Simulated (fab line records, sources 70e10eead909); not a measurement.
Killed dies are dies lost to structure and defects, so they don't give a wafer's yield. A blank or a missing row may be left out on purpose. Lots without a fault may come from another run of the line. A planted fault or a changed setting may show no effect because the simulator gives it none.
Problem report in the 8D (eight disciplines) form, filled by code | flow nand_harc | the parts of the form that need people (team, actions taken, sign-off) are left out

1. THE PROBLEM
defect_limited_yield at NHARC_END_SORT_01 reads a mean of 0.3 % on 1 wafer of 1 lot; wafers without a fault read 91.1 % with a standard deviation of 2.9. That is -31 standard deviations from the usual mean.
First seen on wafer L520.5, day 30 05:08, on prober-01. The record holds 3 wafers of 1 lot with a number at this step. Rule for "out", or "out of limits": more than 4 standard deviations from the usual mean. The other wafers with a number count as sound.

2. WHAT IT IS AND WHAT IT IS NOT
question                    | is                                                 | is not
which readings at this step | defect_limited_yield, killed_at_array, killed_dies | killed_at_other, killed_at_periphery, killed_open, killed_short
which lots                  | L520                                               | -
which wafers of those lots  | L520.5                                             | L520.1, L520.6
read on which gauges        | prober-01                                          | -
when                        | from day 30 05:08                                  | up to then (1 sound wafer); but 1 sound wafer of L520 came after

3. SUSPECTS, AND WHAT RULES EACH OUT
Counting: a tool at a process step up to the reading stays a suspect if it ran every lot that is out. Sound lots after the first of them don't rule it out here, since some wafers of a struck lot are sound.
- the gauge at NHARC_END_SORT_01: kept. All the wafers that are out were read on prober-01, and no step on other tools shows them out.
- pvd_sputter-03 at NHARC_A_BONDPAD_PVD_27 (deposits Cu, target thk 30 nm, time 20.49 s): kept. It ran the lot that is out, L520 (day 28 20:28).
- rtp_anneal-01 at NHARC_A_BONDPAD_ANNEAL_28 (time 90 s): kept. It ran the lot that is out, L520 (day 28 21:00).
- cmp-03 at NHARC_THIN_TSV_CMP_21 (polishes, t overpolish 30 s, target thk 2000 nm): kept. It ran the lot that is out, L520 (day 29 15:22).
Left after counting: pvd_sputter-03 at NHARC_A_BONDPAD_PVD_27, rtp_anneal-01 at NHARC_A_BONDPAD_ANNEAL_28, cmp-03 at NHARC_THIN_TSV_CMP_21, prober-01 at NHARC_END_SORT_01.

4. THE CAUSE (what the simulator had put in)
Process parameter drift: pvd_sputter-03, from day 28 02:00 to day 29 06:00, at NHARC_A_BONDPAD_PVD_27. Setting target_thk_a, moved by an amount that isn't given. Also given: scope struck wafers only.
Counting left 4 suspects, and this tool is among them.

5. THE CHAIN OF EFFECTS, in route order
Each row: a reading whose mean over the struck wafers that have a number lies more than 3 standard deviations from the usual. Only readings for which the record gives a usual standard deviation are gone through. hours: the time from each lot's start at the first step in this table that gives one to its start at this step, as a median over the lots. sigmas: the change in usual standard deviations.
hours | step              | reading              | usual  | on struck wafers | change | sigmas
0     | NHARC_END_SORT_01 | defect_limited_yield | 91.1 % | 0.3              | -90.8  | -31
0     | NHARC_END_SORT_01 | killed_at_array      | 55     | 669              | +614   | +31
0     | NHARC_END_SORT_01 | killed_dies          | 60     | 675              | +615   | +31

6. WHAT WOULD HAVE CAUGHT IT SOONER
In this record the first reading out of limits at a measuring or inspecting step was taken at day 30 05:08, 51 hours after the fault began at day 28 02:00.
Of the tool readings at NHARC_A_BONDPAD_PVD_27 for which the record gives a usual standard deviation, none was out on any struck wafer, so an alarm limit of 4 standard deviations on them would not have fired.
All the lots that are out (1) had begun NHARC_A_BONDPAD_PVD_27 on pvd_sputter-03 by day 30 05:08. A hold on the tool at that time would have spared none of them.
